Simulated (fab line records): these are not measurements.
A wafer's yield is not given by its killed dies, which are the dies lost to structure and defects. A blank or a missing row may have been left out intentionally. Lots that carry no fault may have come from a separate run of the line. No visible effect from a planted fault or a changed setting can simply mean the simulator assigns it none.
Split-lot study ; flow n5 finfet ; 39 wafers read from 7 lots, route of 1938 steps

## THE SPLIT
At N5_SDB_ETCH_25 (etches SiO2 in C4F6/O2, target depth 10 nm, time 3.3 s), the setting time s was moved away from the recipe's 3.3 s on 12 of the 39 wafers read, by -46.4% to +57.4%. This setting was run at the recipe's value on the other wafers.

The split's own step is where the reading is taken.

## THE READING
etch.depth nm (the simulator's own value, which no gauge read), in nm, at N5_SDB_ETCH_25 (etches SiO2 in C4F6/O2, target depth 10 nm, time 3.3 s). There is no usual value for it anywhere in the file. Average 10.008 nm, standard deviation 0.16 nm, over the 27 wafers here run with the recipe.

wafer;tool, chamber at the split;time s as run, s;against the recipe;etch.depth nm, nm;against lot-mates on the recipe
L074.1;rie diel-06, 2;4.53;+37.3%;13.72;+3.715
L074.2;rie diel-06, 1;3.3;recipe;10.05;-
L074.3;rie diel-06, 3;4.53;+37.3%;13.93;+3.925
L074.4;rie diel-06, 0;3.3;recipe;10.06;-
L074.5;rie diel-06, 3;4.53;+37.3%;14.01;+4.005
L074.6;rie diel-06, 2;3.3;recipe;9.906;-
L078.1;rie diel-04, 3;4.309;+30.6%;13.08;+3.240
L078.2;rie diel-04, 0;4.309;+30.6%;12.78;+2.940
L078.3;rie diel-04, 1;3.3;recipe;9.816;-
L078.4;rie diel-04, 2;4.309;+30.6%;13.12;+3.280
L078.5;rie diel-04, 1;3.3;recipe;9.859;-
L078.6;rie diel-04, 0;3.3;recipe;9.846;-
L079.1;rie diel-02, 3;3.3;recipe;9.763;-
L079.2;rie diel-02, 2;3.3;recipe;10.34;-
L079.3;rie diel-02, 1;3.3;recipe;10.01;-
L079.4;rie diel-02, 3;3.3;recipe;9.736;-
L079.5;rie diel-02, 2;3.3;recipe;10.18;-
L079.6;rie diel-02, 1;3.3;recipe;10.12;-
L080.1;rie diel-06, 1;3.3;recipe;10.08;-
L080.2;rie diel-06, 3;5.194;+57.4%;16.04;+6.064
L080.3;rie diel-06, 2;3.3;recipe;9.914;-
L080.4;rie diel-06, 0;3.3;recipe;9.934;-
L080.5;rie diel-06, 2;5.194;+57.4%;15.6;+5.624
L080.6;rie diel-06, 1;5.194;+57.4%;15.88;+5.904
L083.1;rie diel-02, 0;3.3;recipe;10.32;-
L083.2;rie diel-02, 3;1.768;-46.4%;5.247;-4.738
L083.3;rie diel-02, 1;3.3;recipe;9.923;-
L083.4;rie diel-02, 3;3.3;recipe;9.713;-
L083.5;rie diel-02, 1;1.768;-46.4%;5.368;-4.617
L083.6;rie diel-02, 0;1.768;-46.4%;5.517;-4.468
L094.2;rie diel-04, 3;3.3;recipe;9.983;-
L094.4;rie diel-04, 1;3.3;recipe;10.11;-
L094.6;rie diel-04, 1;3.3;recipe;10.04;-
L095.1;rie diel-04, 1;3.3;recipe;10.16;-
L095.2;rie diel-04, 3;3.3;recipe;10.19;-
L095.3;rie diel-04, 2;3.3;recipe;10.05;-
L095.4;rie diel-04, 3;3.3;recipe;10.01;-
L095.5;rie diel-04, 2;3.3;recipe;10.03;-
L095.6;rie diel-04, 1;3.3;recipe;10.07;-

THE FIT
A straight line over all 39 wafers: etch.depth nm changes by +0.101 nm for each +1% of time s; r = +1.00; the points scatter about the line by 0.16 nm.
The same after taking each lot's own level away (the mean of its wafers on the recipe; 39 wafers): +0.102 nm for each +1%; r = +1.00; scatter 0.15 nm.
On that fit, the largest move of time s shifts the reading by 5.8 nm.
From 9.8403 to 10.0850 nm: that is the span of the lots' own levels, equal to 1.6 times the standard deviation above.
Consequently the slope shifts little with the lot-to-lot level, the two slopes agreeing.
Check: with one of the wafers moved furthest among these (+57.4%) left out of the fit, the line predicts +5.82 nm for it against its lot-mates. It came out at +6.06 nm against them.

## ADDITIONAL SPLITS CARRIED BY THESE WAFERS
These wafers also went through other splits before the reading. Each is held against what the fit with the lots' levels taken away leaves over:
other split on the same wafers;wafers away from the commonest value;r with etch.depth nm (lot level and that fit taken away)
N5_ZERO_LAYER_DEVELOP_10 develop time s;15;-0.23
N5_FIN_SAQP_SPACER2_ALD_28 target thk a;15;+0.24

## THE FILE'S OWN FIT
etch.depth nm changes by +0.102 nm for each +1% of time s, r = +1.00.
